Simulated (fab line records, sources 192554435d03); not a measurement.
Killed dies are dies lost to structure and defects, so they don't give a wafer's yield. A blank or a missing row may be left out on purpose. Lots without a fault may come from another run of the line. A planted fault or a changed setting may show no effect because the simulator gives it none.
Problem report in the 8D (eight disciplines) form, filled by code | flow n5_finfet | the parts of the form that need people (team, actions taken, sign-off) are left out

1. THE PROBLEM
IOFF_N at N5_BEOL_M4_RC_MEAS_101 reads a mean of 1.58 nA/um on 6 wafers of 2 lots; wafers without a fault read 0.15 nA/um with a standard deviation of 0.03. That is +48 standard deviations from the usual mean.
First seen on wafer L752.2, day 8 18:11, on prober-01. The record holds 26 wafers of 9 lots with a number at this step. Rule for "out", or "out of limits": more than 4 standard deviations from the usual mean. The other wafers with a number count as sound.

2. WHAT IT IS AND WHAT IT IS NOT
question                    | is                                                                                                                       | is not
which readings at this step | IOFF_N, DIBL_N, IOFF_N_85C, IOFF_N_LIN, IOFF_N_LONG, IOFF_P, IOFF_P_85C, IOFF_P_LIN, ION_N, REXT_N, SS_N, VT_N, VT_N_LVT | -
which lots                  | L752, L755                                                                                                               | L750, L763, L764, L768, L769, L770, L771
which wafers of those lots  | all that have a number                                                                                                   | -
read on which gauges        | prober-01, prober-02                                                                                                     | -
when                        | from day 8 18:11                                                                                                         | up to then (3 sound wafers); but 17 sound wafers of L763, L764, L768, L769, L770, L771 came after

3. SUSPECTS, AND WHAT RULES EACH OUT
Counting: a tool at a process step up to the reading stays a suspect if it ran every lot that is out and no sound lot after the first of them.
- the gauge at N5_BEOL_M4_RC_MEAS_101: ruled out. The wafers that are out were read on 2 gauges (prober-01, prober-02).
- rtp_anneal-02 at N5_SD_ACTIVATION_RTA_00 (time 0 s): ruled out as a lasting fault. Sound lots L768, L769, L770 ran on it after its first lot that is out, L752 (day 4 08:44).
- ald_sin-03 at N5_ILD0_LINER_00 (material SiNx, target thk 4 nm, pulse time 1 s, purge time 2 s): ruled out as a lasting fault. Sound lots L763 ran on it after its first lot that is out, L752 (day 4 09:28).
Left after counting: nothing in the record.

4. THE CAUSE (what the simulator had put in)
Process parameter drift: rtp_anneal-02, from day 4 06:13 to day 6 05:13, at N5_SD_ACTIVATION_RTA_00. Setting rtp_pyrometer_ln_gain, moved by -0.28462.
Counting ruled it out, wrongly: the rule takes a fault to strike every lot that its tool runs from its start on, and this one did not.

5. THE CHAIN OF EFFECTS, in route order
Each row: a reading whose mean over the struck wafers that have a number lies more than 3 standard deviations from the usual. Only readings for which the record gives a usual standard deviation are gone through. hours: the time from each lot's start at the first step in this table that gives one to its start at this step, as a median over the lots. sigmas: the change in usual standard deviations.
hours | step                    | reading            | usual          | on struck wafers | change    | sigmas
0     | N5_SD_ACTIVATION_RTA_00 | lamp_power_pct     | 8.95 %         | 9.55             | +0.60     | +12
0     | N5_SD_ACTIVATION_RTA_00 | lamp_zone_1_pct    | 8.948 %        | 9.529            | +0.581    | +22
0     | N5_SD_ACTIVATION_RTA_00 | lamp_zone_2_pct    | 8.951 %        | 9.535            | +0.584    | +25
0     | N5_SD_ACTIVATION_RTA_00 | lamp_zone_3_pct    | 8.951 %        | 9.518            | +0.567    | +23
0     | N5_SD_ACTIVATION_RTA_00 | lamp_zone_4_pct    | 8.950 %        | 9.517            | +0.567    | +25
0     | N5_SD_ACTIVATION_RTA_00 | lamp_zone_5_pct    | 8.953 %        | 9.547            | +0.594    | +24
0     | N5_SD_ACTIVATION_RTA_00 | lamp_zone_6_pct    | 8.876 %        | 9.460            | +0.584    | +25
0     | N5_SD_ACTIVATION_RTA_00 | lamp_zone_7_pct    | 9.348 %        | 9.951            | +0.603    | +22
110   | N5_BEOL_M4_RC_MEAS_101  | DIBL_N             | 35.9 mV/V      | 59.9             | +24.0     | +14
110   | N5_BEOL_M4_RC_MEAS_101  | DIBL_P             | 35.8 mV/V      | 43.2             | +7.5      | +3.4
110   | N5_BEOL_M4_RC_MEAS_101  | IOFF_N             | 0.15 nA/um     | 1.58             | +1.43     | +48
110   | N5_BEOL_M4_RC_MEAS_101  | IOFF_N_85C         | 3.0 nA/um      | 21.2             | +18.2     | +36
110   | N5_BEOL_M4_RC_MEAS_101  | IOFF_N_LIN         | 0.072 nA/um    | 0.381            | +0.309    | +26
110   | N5_BEOL_M4_RC_MEAS_101  | IOFF_N_LONG        | 5.53e-05 nA/um | 6.85e-05         | +1.32e-05 | +6.3
110   | N5_BEOL_M4_RC_MEAS_101  | IOFF_P             | 0.21 nA/um     | 0.42             | +0.21     | +5.9
110   | N5_BEOL_M4_RC_MEAS_101  | IOFF_P_85C         | 3.6 nA/um      | 6.6              | +3.0      | +5.7
110   | N5_BEOL_M4_RC_MEAS_101  | IOFF_P_LIN         | 0.098 nA/um    | 0.169            | +0.071    | +5.5
110   | N5_BEOL_M4_RC_MEAS_101  | ION_N              | 674 uA/um      | 793              | +119      | +9.9
110   | N5_BEOL_M4_RC_MEAS_101  | ION_P              | 463 uA/um      | 495              | +32       | +4.5
110   | N5_BEOL_M4_RC_MEAS_101  | REXT_N             | 75.6 ohm.um    | 60.4             | -15.2     | -8.4
110   | N5_BEOL_M4_RC_MEAS_101  | REXT_P             | 100.0 ohm.um   | 92.8             | -7.2      | -3.0
110   | N5_BEOL_M4_RC_MEAS_101  | SS_N               | 71.3 mV/dec    | 78.2             | +6.9      | +12
110   | N5_BEOL_M4_RC_MEAS_101  | VT_N               | 250 mV         | 219              | -31       | -10
110   | N5_BEOL_M4_RC_MEAS_101  | VT_N_LVT           | 98 mV          | 65               | -33       | -9.9
110   | N5_BEOL_M4_RC_MEAS_101  | VT_P               | -251 mV        | -240             | +12       | +3.6
110   | N5_BEOL_M4_RC_MEAS_101  | VT_P_LVT           | -99.0 mV       | -87.2            | +11.8     | +4.1
211   | N5_PASSIVATION_PROBE_49 | sort_bin_4_leakage | 0.00 %         | 92.61            | +92.61    | +99 or more
211   | N5_PASSIVATION_PROBE_49 | sort_n_pass        | 1074           | 0                | -1074     | -60
211   | N5_PASSIVATION_PROBE_49 | sort_yield_pct     | 91.0 %         | 0.0              | -91.0     | -61
The process steps in it:
- N5_SD_ACTIVATION_RTA_00: time 0 s.
- N5_PASSIVATION_PROBE_49

6. WHAT WOULD HAVE CAUGHT IT SOONER
In this record the first reading out of limits at a measuring or inspecting step was taken at day 8 18:11, 108 hours after the fault began at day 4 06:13.
The tool's own readings at N5_SD_ACTIVATION_RTA_00 were out on every struck wafer that the step has a row for (lamp_power_pct, lamp_zone_1_pct, lamp_zone_2_pct, lamp_zone_3_pct, lamp_zone_4_pct, lamp_zone_5_pct, lamp_zone_6_pct, lamp_zone_7_pct): an alarm limit on them would have fired on the first of those.
